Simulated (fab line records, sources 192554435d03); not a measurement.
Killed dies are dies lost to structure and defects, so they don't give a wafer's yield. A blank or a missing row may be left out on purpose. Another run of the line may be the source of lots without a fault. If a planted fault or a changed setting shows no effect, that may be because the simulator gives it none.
A lot that was struck, set against a sound lot ; flow n5-finfet ; 23 steps out of a route of 1938
Sound: these wafers, L920.4, L920.6. Wafers struck: L931.1, L931.2, L931.6. The cause is given at the end.
At each step with rows: each side's tool, then ch and its chambers, then its first start. Under that, the readings that differ: sound wafers ; struck wafers ; difference of the means ; sigmas: that difference in standard deviations of wafers without a fault.
alike: words and numbers the same on both sides, and readings whose means are apart by under 2 such deviations; not compared: readings that were withheld, readings missing a value for some wafer, numbers with overlapping values and no deviation given by the record, and bounds like >300 which may hide the same value.
The two part at a step that has a row with sigmas, a row that says differs or no value, or rows on one side only. Numbers that have no deviation but don't overlap get no sigmas and don't part them. Lack of a reading on every wafer of one side parts them only where that side has two or more wafers.

first, 11 steps without rows for these wafers: N5_FIN_SAQP_STRIP_74 (strips in CHF3/O2); N5_FIN_SAQP_MANDREL_ETCH_22 (etches a-Si in HBr/Cl2, stops on SiNx, target depth 60 nm, bt time 10 s, time 30 s); N5_FIN_SAQP_STRIP_55 (strips in N2/H2); N5_FIN_SAQP_STRIP_23 (strips in SPM, time 750 s); N5_FIN_SAQP_SRD_66 (time 30 s); N5_FIN_SAQP_RECESS_75 (chemistry HF/NH3, target SiO2, target depth 14.4 nm, afs cycles 3, sublimation time 60 s); N5_FIN_SAQP_SPACER1_ALD_24 (deposits SiO2, target thk 20.3 nm, pulse time 1 s, purge time 2 s); N5_FIN_SAQP_SPACER1_ETCHBACK_25 (etches SiO2 in CHF3/O2, target depth 24.4 nm, time 12.2 s); N5_FIN_SAQP_MANDREL1_REMOVE_56 (chemistry HBr/Cl2/O2, target a-Si, stops on SiNx, bt time 10 s); N5_FIN_SAQP_ETCH_57 (etches SiNx in CH3F/O2, target depth 32.5 nm, time 46.4 s); N5_FIN_SAQP_ETCH_65 (etches SiO2 in CF4, target depth 4 nm, time 4.4 s).
N5_FIN_SAQP_MANDREL_ETCH_58: etches a-Si in HBr/Cl2, stops on SiNx, target depth 45 nm, bt time 10 s, time 27 s.
  sound on rie-si-06 ch 1,3, day 4 00:28; struck on rie-si-06 ch 0,2,3, day 6 17:31
  no value came back on the struck wafers for any of 5 readings (HBr_flow_sccm (sccm), bias-w (W) and others); on the sound wafers HBr_flow_sccm (sccm) reads 149.9 149.7
  not compared: rf-hours-counter-h
then, 2 steps without rows for these wafers: N5_FIN_SAQP_RECESS_63 (chemistry HF/NH3, target SiO2, target depth 18 nm, afs cycles 3, sublimation time 60 s); N5_FIN_SAQP_COAT_68 (time 60 s, resist thk 100 nm).
N5_FIN_SAQP_ETCH_69: etches SOC in N2/H2, stops on SiNx, target depth 150 nm.
  sound on rie-diel-03 ch 0,3, day 4 01:00; struck on rie-diel-03 ch 1,2,3, day 6 18:03
reading;sound;struck;difference;sigmas
oes-product-au (a.u.);0.91 0.86;0.35 0.32 0.36;-0.54;-6
  alike: bias-w, chamber-pressure-mTorr, drypump-motor-current-A, rf-vpp-V, showerhead-plenum-p-Torr, throttle-valve-pct
  not compared: rf-hours-counter-h
N5_FIN_SAQP_ETCH_67: etches SiNx in CH3F/O2, target depth 30 nm.
  sound on rie-diel-03 ch 0,3, day 4 01:03; struck on rie-diel-03 ch 1,2,3, day 6 18:07
reading;sound;struck;difference;sigmas
oes-product-au (a.u.);0.94 0.86;0.35 0.33 0.36;-0.55;-6
  alike: CH3F_flow_sccm, O2_flow_sccm, drypump-motor-current-A, mfc-ar-sccm, rf-vpp-V, showerhead-plenum-p-Torr, throttle-valve-pct
  not compared: rf-hours-counter-h
then, 3 steps without rows for these wafers: N5_FIN_SAQP_STRIP_70 (strips in N2/H2); N5_FIN_SAQP_RECESS_71 (chemistry HF/NH3, target SiO2, target depth 3 nm, afs cycles 1, sublimation time 60 s); N5_FIN_SAQP_SPACER2_ALD_28 (deposits SiO2, target thk 8.1 nm, pulse time 1 s, purge time 2 s).
N5_FIN_SAQP_SPACER2_ETCHBACK_29: etches SiO2 in CHF3/O2, target depth 12.2 nm, time 6.1 s.
  sound on rie-diel-06 ch 1,3, day 4 01:38; struck on rie-diel-06 ch 0,1, day 6 18:47
reading;sound;struck;difference;sigmas
oes-product-au (a.u.);0.88 0.83;0.30 0.32 0.32;-0.54;-5
  alike: drypump-motor-current-A, mfc-ar-sccm, rf-vpp-V, showerhead-plenum-p-Torr, throttle-valve-pct
  not compared: rf-hours-counter-h
then, 1 step without rows for these wafers: N5_FIN_SAQP_MANDREL2_REMOVE_60 (chemistry HBr/Cl2/O2, target a-Si, stops on SiNx, bt time 10 s).
N5_BEOL_M4_RC_MEAS_101:
  the record has rows for the sound wafers here (prober-01 ch 0, day 10 07:20) and none for the struck ones
-- a jump in the record: the struck wafers' starts before and after are 10 days apart (it breaks off in module BEOL_M4 and resumes in module PASSIVATION, where the first step shown is number 1936 of the route) --
N5_PASSIVATION_PROBE_49:
  only the struck wafers here have rows in the record (prober-02, day 17 05:40); the sound ones have none

== WHERE THEY PART ==
Earliest at N5_FIN_SAQP_MANDREL_ETCH_58; latest, in this record, at N5_PASSIVATION_PROBE_49.

WHY: what had been put in by the simulator
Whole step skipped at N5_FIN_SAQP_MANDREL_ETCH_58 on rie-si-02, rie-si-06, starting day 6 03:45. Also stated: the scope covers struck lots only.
